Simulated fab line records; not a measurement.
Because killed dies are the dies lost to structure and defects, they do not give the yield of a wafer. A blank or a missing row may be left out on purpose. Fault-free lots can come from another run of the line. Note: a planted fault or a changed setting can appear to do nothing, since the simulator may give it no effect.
Comparing a struck lot with a sound one | flow n5 finfet | 24 steps out of a route of 1938
Sound: wafers L339.1, L339.3, L339.5. Wafers struck: L330.2, L330.3, L330.5. The cause is named last.
Each step with rows lists, per side, the tool, then ch with its chambers, then its first start. Under that, the readings that differ: sound wafers | struck wafers | difference of the means | sigmas: that difference in standard deviations of wafers without a fault.
alike: words and numbers the same on both sides, and readings whose means are apart by under 2 such deviations; not compared: readings that were withheld, readings missing a value for some wafer, numbers with overlapping values and no deviation given by the record, and bounds like >300 which may hide the same value.
The two part at a step that has a row with sigmas, a row that says differs or no value, or rows on one side only. Numbers that don't overlap but have no deviation are shown without sigmas and don't part them. A reading missing from all wafers of one side parts the sides only when that side holds two or more wafers.

first, 11 steps without rows for these wafers: N5_BEOL_M15_STRIP_63 (strips in O2); N5_BEOL_M15_STRIP_64 (strips in O2); N5_BEOL_M15_STRIP_65 (strips in post etch residue remover, time 60 s); N5_BEOL_M15_SRD_66 (time 30 s, dry time 30 s); N5_BEOL_M15_COAT_56 (time 60 s, resist thk 550 nm); N5_BEOL_M15_ETCH_57 (etches SOC in N2/H2, time 750 s); N5_BEOL_M15_COAT_60 (time 60 s, resist thk 89 nm); N5_BEOL_M15_COAT_22 (resist thk 800 nm); N5_BEOL_M15_EBR_24; N5_BEOL_M15_SOFTBAKE_23 (time 60 s); N5_BEOL_M15_EXPOSE_25 (exposes mask M15, target cd 400 nm).
N5_BEOL_M15_PEB_26: peb time 90 s.
  sound on litho track-04 ch 0, day 17 12:18; struck on litho track-03 ch 0, day 14 12:07
  reading                  | sound                | struck               | difference | sigmas
  heater power total W (W) | 173.2 172.8 173.5    | 167.4 167.5 167.8    | -5.6       | -7
  plate temp C (C)         | 129.99 129.88 130.10 | 127.22 127.17 127.38 | -2.73      | -21
  alike: chill plate temp C, exhaust pa
then, 2 steps without rows for these wafers: N5_BEOL_M15_DEVELOP_27 (develop time 45 s); N5_BEOL_M15_HARDBAKE_32 (time 120 s).
N5_BEOL_M15_CD_MEAS_28: the cd target is 407.6 nm.
  sound on cd sem-03 ch 0, day 17 12:25; struck on cd sem-01 ch 0, day 14 12:13
  reading    | sound             | struck            | difference | sigmas
  cd nm (nm) | 403.2 406.3 407.2 | 397.1 395.3 392.6 | -10.6      | -5
N5_BEOL_M15_DESCUM_33: chemistry O2, time 7.9 s.
  sound on rie diel-03 ch 0,2,3, day 17 12:41; struck on rie diel-03 ch 1,2,3, day 14 12:19
  reading                   | sound           | struck            | difference | sigmas
  model.BEOL_M15.cd nm (nm) | 403.4 406 406.8 | 397.2 395.8 392.4 | -10.3      |
  alike: drypump motor current A, o2 flow sccm, oes product au, rf vpp V, showerhead plenum p Torr, throttle valve pct
  not compared: rf hours counter h
then, 5 steps without rows for these wafers: N5_BEOL_M15_ETCH_61 (etches BARC in N2/H2, target depth 89 nm, overetch 26.7 nm, time 67.9 s); N5_BEOL_M15_TRENCH_ETCH_34 (etches SiO2 in C4F8/O2/Ar, target depth 872.93 nm, time 199 s); N5_BEOL_M15_STRIP_36 (strips in O2); N5_BEOL_M15_STRIP_62 (strips in O2); N5_BEOL_M15_STRIP_37 (strips in O2).
N5_BEOL_M15_ETCH_38: etches SiCN in CF4/N2, target depth 106.4 nm, time 120.5 s.
  sound on rie diel-03 ch 0,2,3; struck on rie diel-06 ch 0,2,3
  reading                   | sound             | struck            | difference | sigmas
  model.BEOL_M15.cd nm (nm) | 396.2 397.8 398.8 | 390.6 385.8 385.4 | -10.3      |
  alike: drypump motor current A, oes product au, rf vpp V, showerhead plenum p Torr, throttle valve pct
  not compared: rf hours counter h
then, 1 step without rows for these wafers: N5_BEOL_M15_PRECLEAN_39 (cleans in residue remover, time 60 s).
N5_PASSIVATION_PROBE_49:
  sound on prober-02, day 18 12:48; struck on prober-01, day 15 06:37
  alike: defect limited yield, killed_at_M0_to_M3, killed_at_M4_up, killed at contacts, killed at front end, killed at other, killed dies, killed on rim, killed open, killed short, sort_bin_4_leakage, sort_bin_5_function, sort_bin_6_memory, sort n pass, sort yield pct

== WHERE THEY PART ==
At N5_BEOL_M15_PEB_26 first; at N5_BEOL_M15_CD_MEAS_28 last (within this record only). Later steps at which nothing parts them and some readings are alike: N5_BEOL_M15_DESCUM_33, N5_BEOL_M15_ETCH_38, N5_PASSIVATION_PROBE_49.

WHY: the cause the simulator had injected
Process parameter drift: litho track-03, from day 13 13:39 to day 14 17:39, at N5_BEOL_M15_PEB_26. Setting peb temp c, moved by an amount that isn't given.
